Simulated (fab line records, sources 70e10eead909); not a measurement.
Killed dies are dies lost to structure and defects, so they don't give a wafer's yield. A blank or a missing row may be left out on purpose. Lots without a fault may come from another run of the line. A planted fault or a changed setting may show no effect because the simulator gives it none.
A struck lot beside a sound one | flow nand_harc | 40 steps out of a route of 1159
Sound: wafers L585.2, L585.4, L585.5. Struck: wafers L584.2, L584.4, L584.5. The cause comes at the end.
At each step with rows: each side's tool, then ch and its chambers, then its first start. Under that, the readings that differ: sound wafers | struck wafers | difference of the means | sigmas: that difference in standard deviations of wafers without a fault.
alike: readings whose means differ by less than 2 such deviations, and words and numbers that are the same on both sides. not compared: withheld readings, readings that some wafer has no value for, bounds like >300 that may hide the same value, and numbers for which the record gives no deviation and whose values overlap.
The two part at a step that has a row with sigmas, a row that says differs or no value, or rows on one side only. Numbers that don't overlap but have no deviation are shown without sigmas and don't part them. A reading that every wafer of one side lacks parts them only if that side has two wafers or more.

first, 3 steps without rows for these wafers: NHARC_A_CONTACT_ETCH_31 (etches the open film in O2/COS, target depth 2000 nm, time 520 s); NHARC_A_CONTACT_ETCH_134 (etches the open film in C4F8/O2/Ar, time 140 s, target depth 700 nm); NHARC_A_CONTACT_ETCH_135 (etches the open film in C4F8/O2/Ar, time 132 s, target depth 1287 nm).
NHARC_A_CONTACT_ETCH_136: etches the open film in C4F8/O2/Ar, time 132 s, target depth 1287 nm.
  sound on har_cap_etch-03 ch 1, day 17 14:43; struck on har_cap_etch-01 ch 0,1, day 18 11:28
  not compared: rf_hours_counter_h
then, 2 steps without rows for these wafers: NHARC_A_CONTACT_ETCH_137 (etches the open film in C4F8/O2/Ar, time 132 s, target depth 1287 nm); NHARC_A_CONTACT_ETCH_138 (etches the open film in C4F8/O2/Ar, time 132 s, target depth 1289 nm).
NHARC_A_CONTACT_ETCH_139: etches the open film in C4F8/O2/Ar, time 137 s, target depth 590 nm.
  sound on har_cap_etch-03 ch 1, day 17 15:05; struck on har_cap_etch-01 ch 0,1, day 18 11:50
  not compared: rf_hours_counter_h
NHARC_A_CONTACT_ETCH_92: etches the open film in CH3F/O2, target depth 40 nm, time 85.7 s.
  sound on rie_diel-07 ch 0,1,3, day 17 15:31; struck on rie_diel-08 ch 0,1,2, day 18 12:14
  reading                     | sound       | struck      | difference | sigmas
  drypump_motor_current_A (A) | 4.7 4.8 5.8 | 6.5 6.3 6.0 | +1.2       | +2
  alike: o2_flow_sccm, oes_product_au, rf_vpp_V, showerhead_plenum_p_Torr, throttle_valve_pct
  not compared: rf_hours_counter_h
then, 1 step without rows for these wafers: NHARC_A_CONTACT_ETCH_98 (etches the open film in C4F6/O2, target depth 20 nm, time 10 s).
NHARC_A_CONTACT_CD_MEAS_15:
  sound on cd_sem-01, day 17 15:43; struck on cd_sem-03, day 18 12:30
  alike: cd_nm
then, 2 steps without rows for these wafers: NHARC_A_CONTACT_STRIP_107 (strips in N2/H2); NHARC_A_CONTACT_STRIP_108 (strips in CF4/CHF3).
NHARC_A_CONTACT_STRIP_109: strips in O2/COS.
  sound on rie_diel-09 ch 0,2,3, day 17 15:57; struck on rie_diel-09 ch 2,3, day 18 12:47
then, 5 steps without rows for these wafers: NHARC_A_CONTACT_ETCH_110 (etches the open film in CF4/O2, target depth 50 nm, overetch 5 nm, time 27.5 s); NHARC_A_CONTACT_STRIP_26 (strips in O2); NHARC_A_CONTACT_STRIP_27 (strips in post etch residue remover, time 600 s); NHARC_A_CONTACT_ALD_18 (deposits TiN, target thk 3 nm, pulse time 1 s, ald cycles 150); NHARC_A_CONTACT_CVD_19 (deposits W, target thk 300 nm, time 802 s).
NHARC_A_CONTACT_CMP_20: polishes, t overpolish 30 s, target thk 300 nm.
  sound on cmp-01 ch 1,2,3, day 17 21:36; struck on cmp-01 ch 1,3, day 18 16:43
  alike: motor_current_A, overpolish_run_s, time_to_endpoint_s
then, 11 steps without rows for these wafers: NHARC_A_CONTACT_SRD_22; NHARC_A_BLC_DEHYDRATE_00 (time 120 s); NHARC_A_BLC_HMDS_01 (time 30 s); NHARC_A_BLC_COAT_02 (time 75 s); NHARC_A_BLC_COAT_03 (time 65 s); NHARC_A_BLC_COAT_04 (resist thk 90 nm); NHARC_A_BLC_SOFTBAKE_05 (time 55 s); NHARC_A_BLC_EBR_06; NHARC_A_BLC_EXPOSE_07 (exposes mask A BLC, target cd 100 nm); NHARC_A_BLC_PEB_08 (peb time 65 s); NHARC_A_BLC_DEVELOP_09 (develop time 35 s).
NHARC_A_BLC_CD_MEAS_10: target cd 100 nm.
  sound on cd_sem-03 ch 0, day 17 22:23; struck on cd_sem-01 ch 0, day 18 17:37
  alike: cd_nm
NHARC_A_BLC_OVL_MEAS_11:
  sound on overlay-02, day 17 22:29; struck on overlay-01, day 18 17:43
  reading           | sound          | struck         | difference | sigmas
  overlay_x_nm (nm) | -0.5 -1.5 -1.3 | 0.5 0.5 0.6    | +1.6       | +2
  overlay_y_nm (nm) | 0.6 0.3 1.1    | -1.1 -1.6 -0.9 | -1.9       | -2
NHARC_A_BLC_DESCUM_15: chemistry O2, time 3 s.
  sound on rie_diel-02 ch 0,1,2, day 17 22:37; struck on rie_diel-13 ch 1,2,3, day 18 17:49
  alike: drypump_motor_current_A, o2_flow_sccm, oes_product_au, rf_vpp_V, showerhead_plenum_p_Torr, throttle_valve_pct
  not compared: rf_hours_counter_h
then, 3 steps without rows for these wafers: NHARC_A_BLC_ETCH_16 (etches the open film in CF4, target depth 39 nm, time 65 s); NHARC_A_BLC_ETCH_17 (etches the open film in N2/H2, target depth 390 nm, time 609.38 s); NHARC_A_BLC_ETCH_18 (etches the open film in C4F8/O2/Ar, target depth 910 nm).
NHARC_A_BLC_CD_MEAS_19:
  sound on cd_sem-01, day 17 23:35; struck on cd_sem-02, day 18 18:49
  reading    | sound             | struck         | difference | sigmas
  cd_nm (nm) | 101.3 100.7 101.9 | 97.2 97.6 99.6 | -3.2       | -2
then, 2 steps without rows for these wafers: NHARC_A_BLC_STRIP_29 (strips in CF4); NHARC_A_BLC_STRIP_21 (strips in O2).
NHARC_END_SORT_01:
  the record has rows for the struck wafers here (prober-02 ch 0, day 20 16:13) and none for the sound ones

WHERE THEY PART
First at NHARC_A_CONTACT_ETCH_92; last, within this record, at NHARC_END_SORT_01.

WHY: what the simulator had put in
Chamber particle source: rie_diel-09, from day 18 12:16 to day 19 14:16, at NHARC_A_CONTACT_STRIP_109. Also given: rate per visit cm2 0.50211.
